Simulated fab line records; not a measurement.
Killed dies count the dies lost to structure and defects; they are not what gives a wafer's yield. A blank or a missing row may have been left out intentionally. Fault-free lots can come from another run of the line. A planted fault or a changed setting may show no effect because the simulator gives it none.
Split-lot experiment | flow n5-finfet | 39 wafers read from 7 lots, route of 1938 steps

== ABOUT THE SPLIT ==
At N5_GATE_CUT_ETCH_56 (etches TiN in Cl2/Ar, target depth 21.6 nm), the setting target-depth-a was moved away from the recipe's 216 angstrom on 12 of the 39 wafers read, by -5.5% to +10.7%. All remaining wafers had this setting at the recipe value.

The reading is taken at the split's own step.

== THE READING ==
etch.depth-nm (the simulator's own value, which no gauge read), in nm, at N5_GATE_CUT_ETCH_56 (etches TiN in Cl2/Ar, target depth 21.6 nm). The file does not state a usual value for it. The 27 wafers here that ran the recipe average 22.26 nm, standard deviation 0.36 nm.

wafer  | tool, chamber at the split | target-depth-a as run, angstrom | against the recipe | etch.depth-nm, nm | against lot-mates on the recipe
L077.1 | rie-metal-02, 0            | 216                             | recipe             | 22.3              | -
L077.4 | rie-metal-02, 0            | 216                             | recipe             | 22.3              | -
L077.2 | rie-metal-02, 1            | 216                             | recipe             | 22.79             | -
L077.3 | rie-metal-02, 1            | 216                             | recipe             | 22.78             | -
L077.5 | rie-metal-02, 0            | 216                             | recipe             | 22.29             | -
L077.6 | rie-metal-02, 1            | 216                             | recipe             | 22.75             | -
L078.1 | rie-metal-03, 0            | 216                             | recipe             | 21.96             | -
L078.2 | rie-metal-03, 1            | 216                             | recipe             | 21.91             | -
L078.3 | rie-metal-03, 1            | 216                             | recipe             | 22.07             | -
L078.4 | rie-metal-03, 0            | 216                             | recipe             | 21.87             | -
L078.5 | rie-metal-03, 0            | 216                             | recipe             | 21.77             | -
L078.6 | rie-metal-03, 1            | 216                             | recipe             | 21.99             | -
L084.1 | rie-metal-02, 1            | 225.2                           | +4.3%              | 23.77             | +1.20
L084.2 | rie-metal-02, 0            | 225.2                           | +4.3%              | 23.44             | +0.87
L084.3 | rie-metal-02, 0            | 216                             | recipe             | 22.38             | -
L084.4 | rie-metal-02, 1            | 216                             | recipe             | 22.85             | -
L084.5 | rie-metal-02, 1            | 225.2                           | +4.3%              | 23.66             | +1.09
L084.6 | rie-metal-02, 0            | 216                             | recipe             | 22.48             | -
L086.1 | rie-metal-01, 0            | 239.2                           | +10.7%             | 23.73             | +1.99
L086.2 | rie-metal-01, 1            | 216                             | recipe             | 21.7              | -
L086.3 | rie-metal-01, 1            | 216                             | recipe             | 21.84             | -
L086.4 | rie-metal-01, 0            | 239.2                           | +10.7%             | 23.94             | +2.20
L086.5 | rie-metal-01, 1            | 216                             | recipe             | 21.67             | -
L086.6 | rie-metal-01, 0            | 239.2                           | +10.7%             | 23.65             | +1.91
L093.1 | rie-metal-03, 0            | 204.2                           | -5.5%              | 21.39             | -0.85
L093.2 | rie-metal-03, 1            | 216                             | recipe             | 21.93             | -
L093.3 | rie-metal-03, 0            | 216                             | recipe             | 22.7              | -
L093.4 | rie-metal-03, 1            | 204.2                           | -5.5%              | 20.87             | -1.37
L093.5 | rie-metal-03, 1            | 216                             | recipe             | 22.08             | -
L093.6 | rie-metal-03, 0            | 204.2                           | -5.5%              | 21.41             | -0.83
L094.1 | rie-metal-03, 1            | 216                             | recipe             | 22.13             | -
L094.2 | rie-metal-03, 0            | 216                             | recipe             | 22.51             | -
L094.3 | rie-metal-03, 0            | 229.3                           | +6.2%              | 23.98             | +1.58
L094.4 | rie-metal-03, 1            | 229.3                           | +6.2%              | 23.33             | +0.93
L094.5 | rie-metal-03, 0            | 216                             | recipe             | 22.57             | -
L094.6 | rie-metal-03, 1            | 229.3                           | +6.2%              | 23.55             | +1.15
L095.3 | rie-metal-02, 0            | 216                             | recipe             | 22.19             | -
L095.4 | rie-metal-02, 1            | 216                             | recipe             | 22.64             | -
L095.6 | rie-metal-02, 1            | 216                             | recipe             | 22.49             | -

FIT RESULTS
A straight line over all 39 wafers: etch.depth-nm changes by +0.177 nm for each +1% of target-depth-a; r = +0.87; the points scatter about the line by 0.39 nm.
The same after taking each lot's own level away (the mean of its wafers on the recipe; 39 wafers): +0.194 nm for each +1%; r = +0.96; scatter 0.22 nm.
On that fit, the largest move of target-depth-a shifts the reading by 2.1 nm.
The span of the lots' own levels, 21.737 to 22.570 nm, comes to 2.3 times the standard deviation stated above.
So the lot-to-lot level changes the slope little: the two slopes agree.
Check: for one of the wafers moved furthest among these (+10.7%), held out of the fit, the line's prediction against its lot-mates is +2.13 nm. Against them it came out at +1.99 nm.

== FURTHER SPLITS ON THESE WAFERS ==
Before the reading, these wafers also passed through other splits. Each is held against what the fit with the lots' levels taken away leaves over:
other split on the same wafers       | wafers away from the commonest value | r with etch.depth-nm (lot level and that fit taken away)
N5_DUMMY_GATE_ETCH_31 target-depth-a | 12                                   | +0.05
N5_DUMMY_GATE_ETCH_42 bias-w         | 12                                   | +0.02
N5_SD_EPI_N_EPI_21 time-s            | 12                                   | -0.12
N5_HKMG_FIN_EXPOSE_46 dose-mj        | 18                                   | +0.13
N5_HKMG_FIN_ETCH_54 bias-w           | 15                                   | +0.14

== FILE'S OWN FIT ==
etch.depth-nm changes by +0.196 nm for each +1% of target-depth-a, r = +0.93.
